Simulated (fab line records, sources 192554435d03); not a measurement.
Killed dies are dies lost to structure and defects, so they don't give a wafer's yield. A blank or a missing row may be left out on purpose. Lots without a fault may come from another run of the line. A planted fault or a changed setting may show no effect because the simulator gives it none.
fab line records | flow n5_finfet
record lots=10 wafers=29 last_day=18
route steps=1938 shown BEOL_M0_SAQP@639 BEOL_M4@1111 PASSIVATION@1936
lots that met no fault: from a run of the same line without faults
start_h: hours from the record's first day to the start of the lot's first wafer shown | wait_h: hours since the lot's step before | " the same as in the row above | L1.1+2: a row that stands for several wafers | - no value, or no start given | * or withheld: withheld | < > ~ a bound
route shown NAME@n: a module of which the file shows steps, and the number in the route of the first | usual: mean/standard deviation of fault-free wafers | same: alike in all rows | chamber/n: place in a boat | sites: the reading at each site | _std_site: their standard deviation | _edge_site: outer sites' mean less inner sites' | radius_mm: how far each site lies from the wafer's centre | mask NAME#n: copy n | behind: the tool/chamber that last shaped the wafer | hold: why the lot was held/for how many hours/how that ended | device: the transistor (n, p or np) that didn't switch | end of line: the same wafers' tests at the end of the route | a step without rows: its recipe alone | killed: dies lost to structure and defects at the first sort, not the wafer's yield | map: a wafer's dies, x killed, . not, _ none there
set.NAME: the setting as run; set.NAME@STEP: as run at that earlier step | model.NAME: the simulator's own value behind a step, which no gauge read
steps of the route over a sample of lots; a table a step, a row a wafer
services: from which hour (start_h, from the record's first day; less than 0 if before it) a tool's chamber was out of use, for how many hours, and why
## steps
# step N5_BEOL_M0_SAQP_THK_MEAS_05
# usual thk_nm=59.8/0.79
# columns lot.wafer tool chamber start_h wait_h thk_nm
L363.2 film_metro-02 - 108.65 0.1 59.5
L363.5 " - " " 60.6
L363.6 " - " " 60.4
L365.1 film_metro-02 - 119.61 0.1 57.8
L365.2 " - " " 58.6
L365.5 " - " " 59.1
L366.1 film_metro-01 - 127.32 0.1 59.7
L366.2 " - " " 59.0
L366.5 " - " " 59.2
L367.1 film_metro-02 - 130.84 0.1 59.5
L367.4 " - " " 60.3
L367.6 " - " " 61.8
L369.1 film_metro-02 - 147.71 0.1 59.1
L369.3 " - " " 59.3
L369.4 " - " " 60.5
L371.1 film_metro-01 - 154.11 0.1 60.5
L371.5 " - " " 61.1
L371.6 " - " " 60.9
L372.1 film_metro-02 - 159.52 0.1 58.7
L372.3 " - " " 59.7
L372.4 " - " " 60.2
L373.1 film_metro-02 - 169.22 0.1 58.7
L373.3 " - " " 59.9
L373.6 " - " " 60.0
L378.3 film_metro-01 - 200.29 0.1 58.9
L378.5 " - " " 60.7
L385.2 film_metro-02 - 240.80 0.1 59.6
L385.4 " - " " 60.7
L385.6 " - " " 59.8
# step N5_BEOL_M0_SAQP_HM_DEP_111
# recipe material=SiO2 target_thk_a=120 temp_c=400 precursor=SiH4/N2O pressure_torr=0.75 rf_w=275 time_s=7.2
# usual heater_power_w=778/77 showerhead_plenum_p_Torr=8.24/0.15
# columns lot.wafer tool chamber start_h wait_h heater_power_w showerhead_plenum_p_Torr
L363.2 pecvd-03 0 108.69 0.0 903 8.12
L363.5 " 0 " " 892 8.13
L363.6 " 2 " " 583 8.10
L365.1 pecvd-01 0 119.65 0.0 821 8.36
L365.2 " 1 " " 665 8.32
L365.5 " 0 " " 822 8.33
L366.1 pecvd-03 0 127.36 0.0 894 8.12
L366.2 " 2 " " 669 8.08
L366.5 " 2 " " 664 8.08
L367.1 pecvd-01 1 130.88 0.0 627 8.34
L367.4 " 1 " " 632 8.31
L367.6 " 0 " " 826 8.33
L369.1 pecvd-03 0 147.74 0.0 802 8.13
L369.3 " 1 " " 843 8.52
L369.4 " 1 " " 841 8.53
L371.1 pecvd-04 1 154.15 0.0 686 8.02
L371.5 " 0 " " 711 8.28
L371.6 " 1 " " 706 8.03
L372.1 pecvd-04 1 159.55 0.0 789 8.03
L372.3 " 2 " " 889 8.12
L372.4 " 0 " " 812 8.31
L373.1 pecvd-04 1 169.25 0.0 668 8.04
L373.3 " 0 " " 780 8.26
L373.6 " 0 " " 763 8.29
L378.3 pecvd-04 0 200.32 0.0 819 8.28
L378.5 " 1 " " 773 8.02
L385.2 pecvd-01 2 240.84 0.0 848 8.28
L385.4 " 2 " " 881 8.25
L385.6 " 1 " " 676 8.35
# step N5_BEOL_M0_SAQP_OVL_MEAS_15
# recipe points_per_wafer=44
# usual M0_CORE_OVL=0.7/0.81
# columns lot.wafer tool chamber start_h wait_h M0_CORE_OVL[nm]
L363.2 overlay-02 0 109.16 0.0 1.1
L363.5 " 0 " " 2.1
L363.6 " 0 " " 1.7
L365.1 overlay-01 0 120.12 0.0 -0.9
L365.2 " 0 " " -0.1
L365.5 " 0 " " 0.0
L366.1 overlay-01 0 127.84 0.0 1.3
L366.2 " 0 " " 1.4
L366.5 " 0 " " 1.6
L367.1 overlay-01 0 131.39 0.0 0.5
L367.4 " 0 " " 0.5
L367.6 " 0 " " 1.2
L369.1 overlay-02 0 148.10 0.0 0.9
L369.3 " 0 " " 0.0
L369.4 " 0 " " 0.3
L371.1 overlay-01 0 154.50 0.0 1.4
L371.5 " 0 " " 1.5
L371.6 " 0 " " 0.2
L372.1 overlay-02 0 160.03 0.0 -1.0
L372.3 " 0 " " 0.1
L372.4 " 0 " " 0.4
L373.1 overlay-01 0 169.73 0.0 -1.6
L373.3 " 0 " " 1.1
L373.6 " 0 " " 0.3
L378.3 overlay-02 0 200.67 0.0 0.6
L378.5 " 0 " " 1.1
L385.2 overlay-02 0 241.31 0.0 0.7
L385.4 " 0 " " 0.1
L385.6 " 0 " " 1.1
# step N5_BEOL_M0_SAQP_ETCH_84
# recipe chemistry=N2/H2 target=SOC target_depth_a=1000 overetch_a=200 mask_material=SiARC temp_c=40 time_s=150 ion_energy_ev=200 pressure_mtorr=30 source_w=840 bias_w=150 n2_flow_sccm=200 h2_flow_sccm=200
# usual drypump_motor_current_A=5.9/0.38 oes_product_au=0.68/0.059 rf_vpp_V=524.5/2.2 run_length_s=173.5/0.42 showerhead_plenum_p_Torr=2.57/0.074 throttle_valve_pct=17.91/0.27
# columns lot.wafer tool chamber start_h wait_h drypump_motor_current_A oes_product_au rf_hours_counter_h rf_vpp_V run_length_s showerhead_plenum_p_Torr throttle_valve_pct
L363.2 rie_diel-04 2 109.36 0.0 6.4 0.62 212 525.6 173.3 2.63 18.20
L363.5 " 2 " " 6.4 0.61 - 524.6 173.3 2.63 18.19
L363.6 " 1 " " 6.3 0.70 - 528.7 174.0 2.65 17.62
L365.1 rie_diel-03 3 120.26 0.0 6.3 0.62 246 525.3 173.2 2.61 17.77
L365.2 " 0 " " 6.2 0.64 210 526.4 173.3 2.63 18.19
L365.5 " 3 " " 6.3 0.63 - 525.6 173.2 2.61 17.76
L366.1 rie_diel-06 0 128.21 0.0 5.4 0.65 177 522.5 173.9 2.52 18.13
L366.2 " 2 " " 5.5 0.73 65 522.6 173.5 2.47 17.70
L366.5 " 3 " " 6.0 0.65 - 520.7 173.9 2.43 18.11
L367.1 rie_diel-03 1 131.74 0.0 5.7 0.64 181 525.4 173.7 2.65 17.99
L367.4 " 0 " " 6.2 0.63 - 525.7 173.4 2.63 18.20
L367.6 " 1 " " 5.8 0.64 - 526.4 174.0 2.65 18.00
L369.1 rie_diel-03 3 148.31 0.0 6.3 0.62 258 525.7 173.1 2.61 17.78
L369.3 " 1 " " 5.7 0.64 187 526.2 173.6 2.64 18.02
L369.4 " 1 " " 5.7 0.64 - 526.2 174.0 2.64 18.00
L371.1 rie_diel-03 3 154.77 0.0 6.4 0.61 260 525.3 173.0 2.61 17.78
L371.5 " 3 " " 6.3 0.62 - 524.1 173.1 2.61 17.79
L371.6 " 0 " " 6.2 0.63 - 527.1 173.3 2.62 18.20
L372.1 rie_diel-04 0 160.17 0.0 6.1 0.78 61 523.9 173.2 2.59 17.48
L372.3 " 2 " " 6.4 0.61 226 526.0 173.9 2.63 18.23
L372.4 " 1 " " 6.3 0.68 137 527.4 174.0 2.65 17.66
L373.1 rie_diel-06 2 169.87 0.0 5.5 0.73 75 520.7 173.4 2.47 17.73
L373.3 " 1 " " 5.3 0.68 136 523.6 172.8 2.55 17.95
L373.6 " 2 " " 5.5 0.73 - 521.2 173.5 2.47 17.73
L378.3 rie_diel-03 3 200.94 0.0 6.3 0.77 4 525.4 208.1 2.60 17.32
L378.5 " 2 " " 5.7 0.73 - 521.9 174.3 2.47 17.56
L385.2 rie_diel-04 1 241.46 0.0 6.4 0.67 163 527.0 173.9 2.63 17.70
L385.4 " 3 " " 5.4 0.65 - 525.1 173.1 2.63 18.22
L385.6 " 1 " " 6.3 0.66 - 525.5 173.9 2.63 17.70
# step N5_BEOL_M4_RC_MEAS_101
# usual DIBL_N=36.3/1.8 DIBL_P=36.5/2.1 IOFF_N=0.16/0.031 IOFF_P=0.22/0.038 ION_N=677/12 ION_P=466/7.8 SS_N=71.5/0.61 SS_P=73.2/0.7 VT_N=249/3 VT_P=-248.9/3
# columns lot.wafer tool chamber start_h wait_h DIBL_N[mV/V] DIBL_P[mV/V] IOFF_N[nA/um] IOFF_P[nA/um] ION_N[uA/um] ION_P[uA/um] SS_N[mV/dec] SS_P[mV/dec] VT_N[mV] VT_P[mV]
L363.2 prober-02 0 187.03 1.1 34.6 35.1 0.14 0.22 676 472 71.2 73.5 251 -245.7
L363.5 " 0 " " 36.4 37.0 0.17 0.24 682 474 70.5 73.3 246 -246.0
L363.6 " 0 " " 34.8 34.2 0.13 0.21 662 464 71.4 72.3 252 -249.5
L365.1 prober-02 0 200.24 0.0 38.2 38.6 0.20 0.24 693 464 72.0 73.6 247 -246.9
L365.2 " 0 " " 36.2 36.3 0.17 0.20 688 462 71.4 72.0 250 -250.2
L365.5 " 0 " " 39.2 38.9 0.22 0.27 691 466 72.4 73.8 244 -246.2
L366.1 prober-02 0 201.17 0.8 35.9 36.8 0.15 0.20 667 456 72.2 73.3 250 -249.2
L366.2 " 0 " " 36.7 37.7 0.17 0.22 664 459 72.4 73.4 252 -251.5
L366.5 " 0 " " 36.4 37.2 0.16 0.20 687 463 71.9 73.5 248 -251.7
L367.1 prober-02 0 207.06 0.0 38.6 37.6 0.19 0.25 681 468 71.4 74.4 248 -248.4
L367.4 " 0 " " 36.0 36.0 0.16 0.23 691 473 71.2 73.8 247 -246.6
L367.6 " 0 " " 37.0 36.9 0.17 0.23 694 472 70.9 73.6 248 -249.9
L371.1 prober-02 0 226.11 0.0 36.3 36.3 0.14 0.18 665 455 71.3 73.1 252 -255.5
L371.5 " 0 " " 34.8 34.0 0.12 0.15 664 455 71.0 72.9 256 -258.4
L371.6 " 0 " " 38.2 39.1 0.18 0.22 693 465 70.9 74.1 249 -252.0
L369.1 prober-01 0 229.69 0.0 35.2 34.4 0.14 0.19 678 469 71.7 72.3 249 -249.9
L369.3 " 0 " " 39.7 39.6 0.22 0.26 673 460 72.0 74.2 247 -245.4
L369.4 " 0 " " 40.4 41.0 0.24 0.30 703 474 71.7 74.4 242 -245.9
L372.1 prober-02 0 234.31 0.0 34.3 34.6 0.14 0.21 661 460 71.6 73.9 251 -247.7
L372.3 " 0 " " 34.2 35.0 0.15 0.21 677 472 71.1 73.3 250 -246.4
L372.4 " 0 " " 34.7 35.8 0.14 0.21 662 460 72.2 73.0 252 -247.3
L373.1 prober-01 0 236.79 0.0 39.5 38.0 0.17 0.22 673 458 72.5 74.0 249 -249.8
L373.3 " 0 " " 37.6 36.5 0.16 0.22 673 468 71.8 72.9 250 -250.6
L373.6 " 0 " " 40.1 38.6 0.18 0.23 686 466 72.8 74.0 250 -247.5
L378.3 prober-02 0 278.44 0.3 34.8 35.9 0.16 0.21 670 459 70.6 72.9 250 -249.4
L378.5 " 0 " " 37.0 38.6 0.20 0.26 687 471 71.7 72.8 246 -247.5
L385.2 prober-01 0 316.46 0.2 36.1 36.8 0.17 0.23 682 469 71.8 73.2 248 -249.1
L385.4 " 0 " " 36.2 36.5 0.16 0.23 682 475 71.7 72.9 248 -246.7
L385.6 " 0 " " 36.2 37.3 0.16 0.25 683 467 71.4 73.1 249 -244.5
# step N5_PASSIVATION_PROBE_49
# usual defect_limited_yield=91.2/1.5 killed_at_M0_to_M3=33/9.6 killed_at_M4_up=14/5.6 killed_at_contacts=14/5.5 killed_at_front_end=40/13 killed_at_other=4/3 killed_dies=104/17 killed_open=68/13 killed_short=33/7.2 sort_bin_5_function=5.2/0.95 sort_bin_6_memory=3.3/0.62 sort_n_pass=1076/17 sort_yield_pct=91.2/1.5
# same gross_dies=1180 killed_at_back_side=0 sort_bin_4_leakage[%]=0 sort_bin_8_speed[%]=0
# columns lot.wafer tool chamber start_h wait_h defect_limited_yield[%] killed_at_M0_to_M3 killed_at_M4_up killed_at_contacts killed_at_front_end killed_at_other killed_dies killed_open killed_short sort_bin_5_function[%] sort_bin_6_memory[%] sort_n_pass sort_yield_pct[%]
L378.3 prober-01 - 387.30 0.1 90.8 54 9 17 26 2 108 69 36 5.9 3.0 1072 90.8
L378.5 prober-01 - 387.40 0.2 89.8 43 10 19 41 7 120 74 45 5.8 4.3 1060 89.8
# killed by level:class
L378.3 BEOL_M1:geometric_particle:open=14 BEOL_M0_SAQP:geometric_particle:short=11 MOL_CONTACT_COAG:geometric_particle:open=11 BEOL_M3:geometric_particle:open=9 BEOL_M0_SAQP:geometric_particle:open=8 BEOL_M2:geometric_particle:open=7 MOL_CONTACT_COAG:geometric_particle:short=6 GATE_CUT:geometric_particle:short=4
L378.5 MOL_CONTACT_COAG:geometric_particle:open=16 FIN_SAQP:geometric_particle:short=15 BEOL_M0_SAQP:geometric_particle:open=12 BEOL_M0_SAQP:geometric_particle:short=11 FIN_SAQP:geometric_particle:open=9 BEOL_M3:geometric_particle:open=6 BEOL_M2:geometric_particle:open=5 BEOL_M4:geometric_particle:open=5
## services
# columns tool chamber start_h hours kind
pecvd-01 1 88.82 2.1 scheduled_down
rie_diel-03 2 91.92 5.7 repair
rie_diel-03 2 104.37 62.3 repair
pecvd-04 0 105.45 5.5 repair
rie_diel-04 - 122.71 2.8 pm
pecvd-01 - 154.39 1.6 repair
rie_diel-03 3 166.76 - clean
rie_diel-03 3 166.76 - consumable_replace:focus_ring
rie_diel-03 3 166.76 20.0 scheduled_down
rie_diel-03 3 166.76 20.0 vent_cycle
pecvd-03 - 186.52 0.8 repair
pecvd-03 2 202.38 - clean
pecvd-03 2 202.38 - consumable_replace:showerhead
pecvd-03 2 202.38 29.0 scheduled_down
pecvd-03 2 202.38 29.0 vent_cycle
rie_diel-06 0 211.47 8.5 repair
pecvd-01 0 221.01 1.7 repair
rie_diel-03 0 224.48 - clean
rie_diel-03 0 224.48 - consumable_replace:focus_ring
rie_diel-03 0 224.48 20.7 scheduled_down
rie_diel-03 0 224.48 20.7 vent_cycle
pecvd-01 - 224.83 0.8 repair
pecvd-04 - 227.99 28.1 pm
pecvd-01 2 230.32 2.1 scheduled_down
## key
first_sign step=N5_BEOL_M0_SAQP_ETCH_84 reading=run_length_s direction=up sigmas=83 usual=* struck=*
effect none on later readings
met_at N5_BEOL_M0_SAQP_ETCH_84
struck_lots L378
struck_wafers L378.3
not_acting_at N5_BEOL_M0_SAQP_THK_MEAS_05,N5_BEOL_M0_SAQP_HM_DEP_111,N5_BEOL_M0_SAQP_OVL_MEAS_15
onset_between 154.77 200.94
fault kind=process_parameter_drift tool=rie_diel-03 chamber=- onset_h=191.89 steps=N5_BEOL_M0_SAQP_ETCH_84 channel=time_s offset=* shape=step end_h=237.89 scope=struck_wafers_only acts_in=* stated=*
